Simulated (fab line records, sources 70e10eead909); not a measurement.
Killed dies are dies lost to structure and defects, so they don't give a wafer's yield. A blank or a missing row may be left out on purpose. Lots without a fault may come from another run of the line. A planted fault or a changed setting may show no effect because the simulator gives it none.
Chamber matching | flow nand_harc | NHARC_A_CHANNEL_FILL_D1_ALD_25 on ald_hk-04: 4 sister chambers
The step deposits SiOx, target thk 60 nm, pulse time 10 s, ald cycles 600. 16 wafers are shown with their chamber, then 8 later ones without.

WAFERS WITH THEIR CHAMBER
wafer  | chamber | heater_power_w (W) | precursor_pulse_height_rel
L077.4 | 1       | 424                | 0.951
L077.2 | 2       | 501                | 1.029
L077.1 | 3       | 440                | 1.000
L077.3 | 0       | 464                | 1.025
L077.5 | 1       | 423                | 1.015
L077.6 | 2       | 505                | 1.020
L082.3 | 2       | 496                | 1.010
L082.4 | 3       | 439                | 1.033
L082.5 | 1       | 426                | 0.956
L084.2 | 2       | 539                | 0.948
L084.3 | 1       | 426                | 0.999
L084.6 | 0       | 477                | 0.991
L086.1 | 1       | 427                | 1.007
L086.2 | 0       | 483                | 1.006
L086.3 | 2       | 524                | 1.009
L086.5 | 2       | 527                | 1.018

SIGNATURES (means of the wafers above)
reading                    | chamber 0 | chamber 1 | chamber 2 | chamber 3 | scatter within a chamber
heater_power_w             | 474.67    | 425.20    | 515.33    | 439.50    | 11.8
precursor_pulse_height_rel | 1.00733   | 0.98560   | 1.00567   | 1.01650   | 0.0273
Rule: a wafer's distance from a chamber is the root of the sum, over the readings, of the square of ((its reading less the chamber's mean) divided by the reading's scatter). The wafer belongs to the nearest chamber; if the next one is less than 2 further off, it can't be placed. The scatter: the root of (the sum of the squares of (reading less its chamber's mean) over the shown wafers, divided by (wafers less chambers)).

WAFERS WITHOUT THEIR CHAMBER
wafer  | heater_power_w (W) | precursor_pulse_height_rel
L086.4 | 443                | 1.000
L086.6 | 420                | 0.957
L093.1 | 515                | 0.994
L093.2 | 452                | 0.989
L093.3 | 478                | 0.980
L093.4 | 422                | 0.999
L093.5 | 507                | 1.001
L093.6 | 439                | 1.002

WHICH CHAMBER EACH WENT THROUGH
wafer  | from the rows above          | in truth
L086.4 | can't be placed: 3 or 1      | 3
L086.6 | can't be placed: 1 or 3      | 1
L093.1 | 2                            | 2
L093.2 | can't be placed: 3 or 0 or 1 | 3
L093.3 | 0                            | 0
L093.4 | can't be placed: 1 or 3      | 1
L093.5 | 2                            | 2
L093.6 | can't be placed: 3 or 1      | 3
Placed correctly: 3 of 8. Can't be placed from these rows: 5 (the true chamber is among the candidates in 5). Placed wrongly: 0.
